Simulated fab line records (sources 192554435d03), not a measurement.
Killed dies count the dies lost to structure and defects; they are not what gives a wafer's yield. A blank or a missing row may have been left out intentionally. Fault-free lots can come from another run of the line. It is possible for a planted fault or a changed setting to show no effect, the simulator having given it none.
fab line records | flow n5_finfet
[record] lots = 7 wafers = 21
route steps=1938 shown BEOL_M8@1350 BEOL_M9@1401 BEOL_M10@1473 BEOL_M12@1649 BEOL_M14@1718
start_h: the number of hours between the record's first day and the start of the first shown wafer of the lot | wait_h: hours since the lot's step before | " same as the row above | L1.1+2: a row that stands for several wafers | - no value, or no start given | * or withheld: withheld | < > ~ a bound
route shown NAME@n: names a module that has steps shown in the file, with the first one's number in the route | usual: mean/standard deviation of fault-free wafers | same: alike in all rows | chamber/n: place in a boat | sites: per-site readings | _std_site: how widely they spread, as a standard deviation | _edge_site: outer sites' mean less inner sites' | radius_mm: for every site, how far away it sits from the centre of the wafer | mask NAME#n: copy n | behind: tool/chamber where the wafer was last shaped | hold: reason for holding the lot/hours on hold/outcome of the hold | device: which transistor (n, p or np) failed to switch | end of line: the same wafers' tests at the end of the route | a step given without rows: its recipe and nothing more | killed: count of dies lost to structure and defects at first sort (not the wafer's yield) | map: a wafer's dies, marking killed ones x, the rest . and places with no die _
set.NAME: setting as actually run; set.NAME@STEP: the setting as run at that earlier step | model.NAME: the simulator's own value behind a step, which no gauge read
lots with deliberately changed settings; one table per step, one row per wafer
[[steps]]
[step N5_BEOL_M8_ETCH_62]
[recipe] chemistry = N2/H2 target = SOC target_depth_a = 1100 overetch_a = 220 mask_material = SiARC temp_c = 40 time_s = 165 ion_energy_ev = 200 pressure_mtorr = 30 source_w = 840 bias_w = 150 n2_flow_sccm = 200 h2_flow_sccm = 200
// columns lot.wafer tool chamber start_h wait_h set.time_s set.dose_mj@BEOL_M8_EXPOSE_08 model.SiARC_of_BEOL_M8_COAT_60.thk_nm model.BEOL_M8.cd_offset_nm
L074.3+5 rie_diel-02 1,0 209.44 0.0 165 68.25 28.4 -0.2
L074.6 " 1 " " 165 68.25 28.2 -0.6
L075.3+5 rie_diel-02 0,1 213.50 0.0 165 68.25 28.2 0.8
L075.4 " 2 " " 165 68.25 28.6 0.6
L077.2 rie_diel-03 3 224.29 0.0 138.3 68.25 29.4 -1.6
L077.3 " 2 " " 138.3 66.34 29.4 -1
L077.5 " 3 " " 165 66.34 28.2 -1.6
L078.1 rie_diel-04 1 224.56 0.0 165 68.25 28.4 0
L078.2 " 2 " " 165 64.12 28.2 -2.4
L078.4 " 3 " " 165 68.25 28 0
L088.1 rie_diel-04 0 299.85 0.0 165 71.17 28.2 1.6
L088.2 " 2 " " 165 68.25 28 -0.2
L088.3 " 1 " " 142.2 68.25 29.2 -1.6
L090.2 rie_diel-03 2 306.66 0.0 165 68.25 28.4 -0.6
L090.3 " 1 " " 165 68.25 28.6 -0.6
L090.4 " 2 " " 165 68.25 28.4 -0.4
L094.3 rie_diel-02 1 325.19 0.0 134.4 68.25 29.4 -2
L094.5 " 0 " " 165 72.66 28.2 2.4
L094.6 " 1 " " 134.4 72.66 29.2 1.6
[step N5_BEOL_M8_STRIP_68]
[recipe] chemistry = N2/H2 temp_c = 40 n2_flow_sccm = 200 h2_flow_sccm = 200 rf_frequency_hz = 6e+07
[step N5_BEOL_M8_STRIP_67]
[recipe] chemistry = CF4 resist = SiARC power_w = 300 bias_power_w = 75 pressure_mtorr = 50 cf4_flow_sccm = 150 rf_frequency_hz = 6e+07
[step N5_BEOL_M8_HM_OPEN_17]
[recipe] chemistry = Cl2/BCl3 target_depth_a = 200 overetch_a = 60 target = TiN mask_material = SOC ion_energy_ev = 150 pressure_mtorr = 10 icp_w = 1000 bias_w = 126 Cl2_flow_sccm = 53.25 bcl3_flow_sccm = 21.75 Ar_flow_sccm = 25
// columns lot.wafer tool chamber start_h wait_h set.dose_mj@BEOL_M8_EXPOSE_08 model.BEOL_M8.cd_offset_nm
L074.3+5 rie_metal-03 1 209.65 0.1 68.25 -0.2
L074.6 " 0 " " 68.25 -0.6
L075.3+4+5 rie_metal-03 1,0,0 213.72 0.1 68.25 0.8
L077.2 rie_metal-03 1 224.51 0.1 68.25 -1.4
L077.3 " 1 " " 66.34 -1.2
L077.5 " 1 " " 66.34 -1.8
L078.1+4 rie_metal-03 1 224.74 0.0 68.25 0
L078.2 " 1 " " 64.12 -2.4
L088.1 rie_metal-03 0 300.03 0.0 71.17 1.6
L088.2 " 1 " " 68.25 -0.2
L088.3 " 1 " " 68.25 -1.6
L090.2 rie_metal-01 0 306.84 0.0 68.25 -0.8
L090.3+4 " 1,0 " " 68.25 -0.4
L094.3 rie_metal-03 1 325.40 0.1 68.25 -2
L094.5 " 0 " " 72.66 2.4
L094.6 " 1 " " 72.66 1.6
[step N5_BEOL_M8_STRIP_19]
[recipe] chemistry = O2 power_w = 400 temp_c = 40 pressure_mtorr = 30 rf_frequency_hz = 6e+07 bias_power_w = 0 overash_fraction = 0.2 o2_flow_sccm = 225
[step N5_BEOL_M8_CD_MEAS_18]
[recipe] pitch_nm = 80 target_cd_nm = 40
[usual] cd_nm = 39.9/0.6
// columns lot.wafer tool chamber start_h wait_h set.dose_mj@BEOL_M8_EXPOSE_08 cd_nm
L074.3 cd_sem-03 - 209.93 0.1 68.25 39.6
L074.5 " - " " 68.25 39.5
L074.6 " - " " 68.25 39.2
L075.3 cd_sem-02 - 213.91 0.1 68.25 40.7
L075.4 " - " " 68.25 40.6
L075.5 " - " " 68.25 41.0
L077.2 cd_sem-03 - 224.78 0.1 68.25 38.3
L077.3 " - " " 66.34 38.7
L077.5 " - " " 66.34 38.3
L078.1 cd_sem-03 - 225.02 0.0 68.25 40.1
L078.2 " - " " 64.12 37.5
L078.4 " - " " 68.25 40.0
L088.1 cd_sem-02 - 300.22 0.0 71.17 41.6
L088.2 " - " " 68.25 40.0
L088.3 " - " " 68.25 38.3
L090.2 cd_sem-03 - 307.03 0.1 68.25 39.0
L090.3 " - " " 68.25 39.5
L090.4 " - " " 68.25 39.8
L094.3 cd_sem-02 - 325.56 0.1 68.25 38.1
L094.5 " - " " 72.66 42.4
L094.6 " - " " 72.66 41.5
[step N5_BEOL_M8_COAT_63]
[recipe] resist = SOC temp_c = 250 time_s = 60 spin_rpm = 1500 resist_thk_nm = 60
[step N5_BEOL_M8_COAT_64]
[recipe] resist = SiARC temp_c = 220 time_s = 60 spin_rpm = 1500 resist_thk_nm = 12
[step N5_BEOL_M8_PRECLEAN_42]
[recipe] chemistry = residue_remover time_s = 60 temp_c = 40
[step N5_BEOL_M8_SRD_43]
[recipe] time_s = 30 temp_c = 23 rinse_liquid = diw dry = ipa_marangoni
[step N5_BEOL_M8_CD_MEAS_35]
[recipe] target_cd_nm = 40 polarity = opening
[usual] cd_nm = 39.8/0.62
// columns lot.wafer tool chamber start_h wait_h set.dose_mj@BEOL_M8_EXPOSE_08 cd_nm
L074.3 cd_sem-01 - 211.35 0.0 68.25 39.5
L074.5 " - " " 68.25 40.3
L074.6 " - " " 68.25 39.4
L075.3 cd_sem-02 - 215.20 0.0 68.25 40.7
L075.4 " - " " 68.25 40.5
L075.5 " - " " 68.25 40.7
L078.1 cd_sem-01 - 226.64 0.0 68.25 40.1
L078.2 " - " " 64.12 37.6
L078.4 " - " " 68.25 40.1
L077.2 cd_sem-02 - 227.28 0.0 68.25 38.5
L077.3 " - " " 66.34 38.5
L077.5 " - " " 66.34 38.1
L088.1 cd_sem-01 - 302.36 0.0 71.17 42.2
L088.2 " - " " 68.25 40.0
L088.3 " - " " 68.25 38.5
L090.2 cd_sem-02 - 312.75 0.0 68.25 39.0
L090.3 " - " " 68.25 39.3
L090.4 " - " " 68.25 39.5
L094.3 cd_sem-01 - 327.32 0.0 68.25 38.3
L094.5 " - " " 72.66 42.4
L094.6 " - " " 72.66 41.6
[step N5_BEOL_M9_ILD_DEP_00]
[recipe] material = SiCOH_lowk target_thk_a = 3085.1 temp_c = 300 precursor = DEMS/porogen pressure_torr = 5 rf_w = 500 time_s = 58
// columns lot.wafer tool chamber start_h wait_h set.time_s model.SiCOH_lowk_of_BEOL_M9_ILD_DEP_00.thk_nm
L074.3 pecvd-04 1 213.94 0.0 58 306.8
L074.5 " 0 " " 58 305
L074.6 " 2 " " 54.27 286.6
L075.3 pecvd-01 2 219.62 0.1 58 308.8
L075.4+5 " 0,2 " " 58 312.2
L078.1 pecvd-02 2 229.09 0.0 58 303.2
L078.2 " 1 " " 58 302.2
L078.4 " 0 " " 66.51 353.4
L077.2 pecvd-04 1 229.81 0.0 52.64 278.2
L077.3 " 1 " " 52.64 285.2
L077.5 " 1 " " 58 305.4
L088.1 pecvd-01 1 306.34 0.0 51.81 273.8
L088.2 " 2 " " 51.81 275.8
L088.3 " 1 " " 51.81 278.2
L090.2 pecvd-02 2 316.04 0.0 58 300.2
L090.3 " 0 " " 63.24 327.6
L090.4 " 2 " " 58 306.2
L094.3 pecvd-02 1 330.39 0.0 58 300.4
L094.5 " 0 " " 58 308.2
L094.6 " 1 " " 58 306
[step N5_BEOL_M9_CURE_71]
[recipe] temp_c = 385 time_s = 240 ambient = He/Ar material = SiCOH_lowk
// columns lot.wafer tool chamber start_h wait_h set.time_s@BEOL_M9_ILD_DEP_00 model.SiCOH_lowk_of_BEOL_M9_ILD_DEP_00.thk_nm
L074.3 uv_cure-01 0 214.18 0.2 58 266.6
L074.5 " 0 " " 58 265
L074.6 " 0 " " 54.27 248.8
L075.3 uv_cure-03 1 220.08 0.4 58 268.4
L075.4 " 1 " " 58 271.4
L075.5 " 1 " " 58 271.2
L078.1 uv_cure-03 2 229.17 0.0 58 263.2
L078.2 " 2 " " 58 262.4
L078.4 " 2 " " 66.51 307.8
L077.2 uv_cure-03 0 230.00 0.2 52.64 241.2
L077.3 " 0 " " 52.64 247.4
L077.5 " 0 " " 58 265.2
L088.1 uv_cure-03 0 307.24 0.9 51.81 237.4
L088.2 " 0 " " 51.81 239
L088.3 " 0 " " 51.81 241.2
L090.2 uv_cure-02 0 316.28 0.2 58 260.6
L090.3 " 0 " " 63.24 284.8
L090.4 " 0 " " 58 266
L094.3 uv_cure-03 1 332.36 1.9 58 260.8
L094.5 " 1 " " 58 267.8
L094.6 " 1 " " 58 265.8
[step N5_BEOL_M9_THK_MEAS_01]
[recipe] reads = SiCOH_lowk_of_BEOL_M9_ILD_DEP_00
[usual] M9_ILD_THK = 266/3.9
// columns lot.wafer tool chamber start_h wait_h set.time_s@BEOL_M9_ILD_DEP_00 M9_ILD_THK[nm]
L074.3 film_metro-02 - 214.53 0.3 58 267
L074.5 " - " " 58 265
L074.6 " - " " 54.27 249
L075.3 film_metro-02 - 220.76 0.5 58 268
L075.4 " - " " 58 271
L075.5 " - " " 58 271
L078.1 film_metro-02 - 229.68 0.4 58 263
L078.2 " - " " 58 262
L078.4 " - " " 66.51 308
L077.2 film_metro-02 - 230.43 0.4 52.64 241
L077.3 " - " " 52.64 248
L077.5 " - " " 58 265
L088.1 film_metro-01 - 307.76 0.4 51.81 237
L088.2 " - " " 51.81 239
L088.3 " - " " 51.81 241
L090.2 film_metro-02 - 317.12 0.7 58 260
L090.3 " - " " 63.24 285
L090.4 " - " " 58 266
L094.3 film_metro-02 - 332.71 0.3 58 261
L094.5 " - " " 58 268
L094.6 " - " " 58 266
[step N5_BEOL_M9_PECVD_70]
[recipe] material = SiO2 target_thk_a = 200 temp_c = 400 precursor = TEOS/O2 pressure_torr = 5.5 rf_w = 450 teos_flow_sccm = 53.8 gas = O2 flow_sccm = 3000 time_s = 22.7
// columns lot.wafer tool chamber start_h wait_h set.temp_c model.SiO2_of_BEOL_M9_PECVD_70.thk_nm
L074.3 pecvd-04 2 214.57 0.0 400 19.6
L074.5 " 2 " " 400 20
L074.6 " 0 " " 400 20.2
L075.3 pecvd-04 2 220.79 0.0 400 19.6
L075.4 " 2 " " 400 20
L075.5 " 0 " " 400 20.4
L078.1 pecvd-02 0 229.72 0.0 400 19.8
L078.2 " 1 " " 414.9 18
L078.4 " 2 " " 414.9 17.8
L077.2 pecvd-02 2 230.47 0.0 408.1 18.8
L077.3 " 0 " " 400 20.2
L077.5 " 1 " " 408.1 19.2
L088.1 pecvd-02 2 307.79 0.0 400 20
L088.2 " 1 " " 400 19.6
L088.3 " 0 " " 400 20.4
L090.2 pecvd-04 1 317.15 0.0 384.8 21.6
L090.3 " 2 " " 400 19.4
L090.4 " 0 " " 400 20.2
L094.3 pecvd-01 2 332.77 0.1 400 20.6
L094.5 " 2 " " 409.2 19.2
L094.6 " 0 " " 400 20.4
[step N5_BEOL_M9_HM_DEP_02]
[recipe] material = TiN target_thk_a = 200 temp_c = 25 chamber_pressure_pa = 0.49996
[step N5_BEOL_M9_COAT_59]
[recipe] resist = SOC temp_c = 250 time_s = 60 spin_rpm = 1500 resist_thk_nm = 100
[step N5_BEOL_M9_STRIP_80]
[recipe] chemistry = N2/H2 time_s = 10 power_w = 450 temp_c = 40 pressure_mtorr = 20 rf_frequency_hz = 6e+07 bias_power_w = 7 n2_flow_sccm = 200 h2_flow_sccm = 200
[step N5_BEOL_M9_HM_STRIP_39]
[recipe] chemistry = peroxide_tin_strip material = TiN target_depth_a = 250 temp_c = 50 time_s = 158
// columns lot.wafer tool chamber start_h wait_h set.temp_c@BEOL_M9_PECVD_70 model.SiO2_of_BEOL_M9_PECVD_70.thk_nm
L074.3 wet_bench-06 5 218.20 0.0 400 19.4
L074.5+6 " 3,6 " " 400 20
L075.3 wet_bench-03 0 224.67 0.0 400 19.4
L075.4 " 2 " " 400 19.8
L075.5 " 1 " " 400 20.2
L078.1 wet_bench-03 2 233.15 0.0 400 19.6
L078.2 " 3 " " 414.9 17.8
L078.4 " 5 " " 414.9 17.6
L077.2 wet_bench-03 3 236.60 0.0 408.1 18.6
L077.3 " 7 " " 400 20
L077.5 " 0 " " 408.1 19
L088.1 wet_bench-03 2 313.04 0.0 400 19.8
L088.2 " 5 " " 400 19.6
L088.3 " 0 " " 400 20.4
L090.2 wet_bench-03 6 320.32 0.0 384.8 21.4
L090.3 " 7 " " 400 19.2
L090.4 " 5 " " 400 20
L094.3 wet_bench-04 2 337.37 0.0 400 20.4
L094.5 " 0 " " 409.2 19.2
L094.6 " 1 " " 400 20.2
[step N5_BEOL_M10_PECVD_70]
[recipe] material = SiO2 target_thk_a = 200 temp_c = 400 precursor = TEOS/O2 pressure_torr = 5.5 rf_w = 450 teos_flow_sccm = 53.8 gas = O2 flow_sccm = 3000 time_s = 22.7
// columns lot.wafer tool chamber start_h wait_h set.temp_c model.SiO2_of_BEOL_M10_PECVD_70.thk_nm
L074.3+5 pecvd-02 1,2 221.64 0.0 400 20.2
L074.6 " 0 " " 390.5 22.2
L075.3 pecvd-03 2 229.14 0.0 400 20
L075.4+5 " 1,2 " " 400 19.8
L078.1 pecvd-04 0 236.76 0.0 400 20
L078.2 " 2 " " 400 19.8
L078.4 " 0 " " 400 20.2
L077.2 pecvd-03 1 239.60 0.0 383.1 22
L077.3 " 2 " " 400 19.8
L077.5 " 0 " " 383.1 22.8
L088.1 pecvd-02 1 316.77 0.0 390.5 21.2
L088.2 " 0 " " 400 19.8
L088.3 " 2 " " 390.5 21
L090.2 pecvd-04 1 323.52 0.0 400 19.6
L090.3 " 2 " " 400 19.4
L090.4 " 0 " " 400 20
L094.3 pecvd-02 1 341.18 0.0 400 20.2
L094.5 " 2 " " 400 20
L094.6 " 1 " " 400 20.8
[step N5_BEOL_M10_COAT_05]
[recipe] resist = CAR-ArF spin_rpm = 1500 resist_thk_nm = 90
// columns lot.wafer tool chamber start_h wait_h set.spin_rpm model.CAR-ArF_of_BEOL_M10_COAT_05.thk_nm
L074.3 litho_track-02 0 - - 1500 89.8
L074.5 " 0 " " 1358 94.2
L074.6 " 0 " " 1500 90.2
L075.3 litho_track-02 0 - - 1500 90
L075.4 " 0 " " 1500 90.2
L075.5 " 0 " " 1500 89.8
L078.1 litho_track-02 0 - - 1635 86
L078.2 " 0 " " 1500 89.6
L078.4 " 0 " " 1500 90.2
L077.2 litho_track-04 0 - - 1661 85.2
L077.3 " 0 " " 1661 85.4
L077.5 " 0 " " 1500 89.6
L088.1+3 litho_track-04 0 - - 1500 90.6
L088.2 " 0 " " 1658 86
L090.2+3 litho_track-02 0 - - 1500 89.8
L090.4 " 0 " " 1500 90
L094.3 litho_track-04 0 - - 1582 88
L094.5 " 0 " " 1582 87.8
L094.6 " 0 " " 1582 87.6
[step N5_BEOL_M10_EBR_07]
[recipe] solvent = PGMEA ebr_width_mm = 1.5
[step N5_BEOL_M10_SOFTBAKE_06]
[recipe] temp_c = 110 time_s = 60 resist = CAR-ArF
[step N5_BEOL_M10_DESCUM_16]
[recipe] chemistry = O2 time_s = 7.9 source_power_w = 50 bias_power_w = 20 pressure_mtorr = 20 rf_frequency_hz = 2.712e+07 temp_c = 40 resist = CAR-ArF o2_flow_sccm = 225
// columns lot.wafer tool chamber start_h wait_h set.spin_rpm@BEOL_M10_COAT_05 model.CAR-ArF_of_BEOL_M10_COAT_05.thk_nm
L074.3 rie_diel-02 3 224.08 0.7 1500 83.4
L074.5 " 1 " " 1358 87.8
L074.6 " 3 " " 1500 83.8
L075.3+4 rie_diel-03 3,1 231.31 0.0 1500 83.6
L075.5 " 0 " " 1500 83.2
L078.1 rie_diel-04 1 238.01 0.2 1635 79.4
L078.2 " 0 " " 1500 83
L078.4 " 3 " " 1500 83.6
L077.2+3 rie_diel-02 2,1 241.80 0.2 1661 78.8
L077.5 " 3 " " 1500 83.2
L088.1+3 rie_diel-04 2,1 317.76 0.1 1500 84
L088.2 " 3 " " 1658 79.6
L090.2+4 rie_diel-03 0,1 324.79 0.1 1500 83.4
L090.3 " 2 " " 1500 83
L094.3 rie_diel-03 2 344.12 0.0 1582 81.4
L094.5 " 3 " " 1582 81.2
L094.6 " 2 " " 1582 81
[step N5_BEOL_M10_ETCH_41]
[recipe] chemistry = CH3F/O2 target = SiCN target_depth_a = 426 taper_deg = 2 time_s = 86 ion_energy_ev = 120 mask_material = TiN pressure_mtorr = 30 source_w = 395 bias_w = 75 Ar_flow_sccm = 150 CH3F_flow_sccm = 30 O2_flow_sccm = 20
[usual] rf_vpp_V = 297.0/1.5
// columns lot.wafer tool chamber start_h wait_h set.source_w rf_vpp_V model.etch.depth_nm
L074.3 rie_diel-02 1 - - 395 296.8 31.9
L074.5 " 1 " " 395 296.8 32.06
L074.6 " 3 " " 425.5 289.3 33.42
L075.3 rie_diel-02 0 - - 395 296.7 32.85
L075.4 " 1 " " 395 297.7 32.03
L075.5 " 1 " " 395 296.4 32.03
L078.1 rie_diel-03 3 - - 395 295.2 32.22
L078.2 " 2 " " 371.3 302.0 32.49
L078.4 " 0 " " 395 294.6 32.33
L077.2 rie_diel-03 0 - - 395 297.4 32.43
L077.3 " 3 " " 395 294.0 32.19
L077.5 " 0 " " 395 294.3 32.26
L088.1 rie_diel-03 0 - - 395 296.3 32.29
L088.2 " 2 " " 395 298.2 32.33
L088.3 " 3 " " 353.1 305.2 30.65
L090.2 rie_diel-02 3 - - 362.2 306.3 31.4
L090.3 " 0 " " 395 297.1 32.88
L090.4 " 1 " " 362.2 304.8 32.05
L094.3 rie_diel-04 1 - - 339.5 311.5 30.07
L094.5 " 2 " " 395 296.6 33.32
L094.6 " 3 " " 395 296.5 32.51
[step N5_BEOL_M10_STRIP_77]
[recipe] chemistry = N2/H2 time_s = 10 power_w = 450 temp_c = 40 pressure_mtorr = 20 rf_frequency_hz = 6e+07 bias_power_w = 7 n2_flow_sccm = 200 h2_flow_sccm = 200
[step N5_BEOL_M10_HM_STRIP_39]
[recipe] chemistry = peroxide_tin_strip material = TiN target_depth_a = 250 temp_c = 50 time_s = 158
// columns lot.wafer tool chamber start_h wait_h set.temp_c@BEOL_M10_PECVD_70 model.SiO2_of_BEOL_M10_PECVD_70.thk_nm
L074.3+5 wet_bench-02 4,6 226.66 0.0 400 20.2
L074.6 " 1 " " 390.5 22
L075.3+5 wet_bench-05 5,3 232.78 0.0 400 19.8
L075.4 " 1 " " 400 19.6
L078.1+2 wet_bench-01 4,6 241.45 0.0 400 19.8
L078.4 " 2 " " 400 20
L077.2 wet_bench-02 0 243.15 0.0 383.1 21.8
L077.3 " 2 " " 400 19.8
L077.5 " 1 " " 383.1 22.8
L088.1 wet_bench-05 5 320.31 0.0 390.5 21
L088.2 " 4 " " 400 19.8
L088.3 " 0 " " 390.5 20.8
L090.2 wet_bench-02 0 326.60 0.0 400 19.6
L090.3 " 3 " " 400 19.2
L090.4 " 1 " " 400 19.8
L094.3+5 wet_bench-02 3,0 345.64 0.0 400 20
L094.6 " 2 " " 400 20.8
[step N5_BEOL_M12_SPUTTER_44]
[recipe] material = Ta target_thk_a = 100 temp_c = 50 bias_v = 80 power_w = 15000 chamber_pressure_pa = 0.07 time_s = 16.13
// columns lot.wafer tool chamber start_h wait_h set.time_s model.Ta_of_BEOL_M12_SPUTTER_44.thk_nm
L074.3 pvd_sputter-02 - 242.82 0.0 16.13 9.8
L074.5 " - " " 14.35 9
L074.6 " - " " 14.35 8.8
L075.3+5 pvd_sputter-01 - 250.07 0.0 16.13 10.4
L075.4 " - " " 16.13 10.2
L078.1 pvd_sputter-01 - 258.11 0.0 13.8 8.6
L078.2+4 " - " " 16.13 9.8
L077.2 pvd_sputter-02 - 258.34 0.0 16.13 10.4
L077.3 " - " " 16.13 10
L077.5 " - " " 14.54 9.2
L088.1+2+3 pvd_sputter-03 - 333.19 0.0 13.84 8.8
L090.2+3 pvd_sputter-01 - 345.74 0.0 16.13 10.2
L090.4 " - " " 17.62 11
L094.3 pvd_sputter-03 - 368.40 0.0 17.94 11
L094.5 " - " " 16.13 10.2
L094.6 " - " " 17.94 11.2
[step N5_BEOL_M14_COAT_58]
[recipe] resist = BARC temp_c = 205 time_s = 60 spin_rpm = 1500 resist_thk_nm = 89
// columns lot.wafer tool chamber start_h wait_h set.spin_rpm model.BARC_of_BEOL_M14_COAT_58.thk_nm
L074.3 litho_track-02 0 248.24 0.0 1500 88.8
L074.5+6 " 0 " " 1500 89
L075.3+4+5 litho_track-01 0 256.97 0.0 1500 89.2
L078.1+2 litho_track-05 0 265.15 0.0 1500 89
L078.4 " 0 " " 1368 93.4
L077.2 litho_track-05 0 268.09 0.0 1365 93.6
L077.3 " 0 " " 1500 89
L077.5 " 0 " " 1365 93.4
L088.1 litho_track-02 0 340.70 0.0 1500 89.2
L088.2+3 " 0 " " 1645 85
L090.2 litho_track-02 0 352.07 0.0 1500 89.4
L090.3 " 0 " " 1357 94
L090.4 " 0 " " 1500 89
L094.3 litho_track-02 0 374.44 0.0 1345 94
L094.5 " 0 " " 1345 93.8
L094.6 " 0 " " 1500 89
[[key]]
[split] step = N5_BEOL_M8_ETCH_62 setting = time_s stated = 165 by = wafer
[response] step = N5_BEOL_M8_ETCH_62 reading = model.SiARC_of_BEOL_M8_COAT_60.thk_nm change = -0.0691 per = 1% r = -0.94
[split] step = N5_BEOL_M9_ILD_DEP_00 setting = time_s stated = 58 by = wafer
[response] step = N5_BEOL_M9_ILD_DEP_00 reading = model.SiCOH_lowk_of_BEOL_M9_ILD_DEP_00.thk_nm change = +3.09 per = 1% r = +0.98
[response] step = N5_BEOL_M9_CURE_71 reading = model.SiCOH_lowk_of_BEOL_M9_ILD_DEP_00.thk_nm change = +2.73 per = 1% r = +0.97
[response] step = N5_BEOL_M9_THK_MEAS_01 reading = M9_ILD_THK change = +2.74 per = 1% r = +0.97
[split] step = N5_BEOL_M9_PECVD_70 setting = temp_c stated = 400 by = wafer
[response] step = N5_BEOL_M9_PECVD_70 reading = model.SiO2_of_BEOL_M9_PECVD_70.thk_nm change = -0.513 per = 1% r = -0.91
[response] step = N5_BEOL_M9_HM_STRIP_39 reading = model.SiO2_of_BEOL_M9_PECVD_70.thk_nm change = -0.501 per = 1% r = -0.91
[split] step = N5_BEOL_M10_PECVD_70 setting = temp_c stated = 400 by = wafer
[response] step = N5_BEOL_M10_PECVD_70 reading = model.SiO2_of_BEOL_M10_PECVD_70.thk_nm change = -0.646 per = 1% r = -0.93
[response] step = N5_BEOL_M10_HM_STRIP_39 reading = model.SiO2_of_BEOL_M10_PECVD_70.thk_nm change = -0.599 per = 1% r = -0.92
[split] step = N5_BEOL_M10_COAT_05 setting = spin_rpm stated = 1500 by = wafer
[response] step = N5_BEOL_M10_COAT_05 reading = model.CAR-ArF_of_BEOL_M10_COAT_05.thk_nm change = -0.427 per = 1% r = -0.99
[response] step = N5_BEOL_M10_DESCUM_16 reading = model.CAR-ArF_of_BEOL_M10_COAT_05.thk_nm change = -0.425 per = 1% r = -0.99
[split] step = N5_BEOL_M10_ETCH_41 setting = source_w stated = 395 by = wafer
[response] step = N5_BEOL_M10_ETCH_41 reading = rf_vpp_V change = -0.978 per = 1% r = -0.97
[response] step = N5_BEOL_M10_ETCH_41 reading = model.etch.depth_nm change = +0.162 per = 1% r = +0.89
[split] step = N5_BEOL_M12_SPUTTER_44 setting = time_s stated = 16.13 by = wafer
[response] step = N5_BEOL_M12_SPUTTER_44 reading = model.Ta_of_BEOL_M12_SPUTTER_44.thk_nm change = +0.0855 per = 1% r = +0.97
[split] step = N5_BEOL_M14_COAT_58 setting = spin_rpm stated = 1500 by = wafer
[response] step = N5_BEOL_M14_COAT_58 reading = model.BARC_of_BEOL_M14_COAT_58.thk_nm change = -0.481 per = 1% r = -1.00
split outside_this_file step=N5_BEOL_M8_EXPOSE_08 setting=dose_mj
// split outside_this_file: this setting was split too, and the file shows its column; the key of that split is in another file
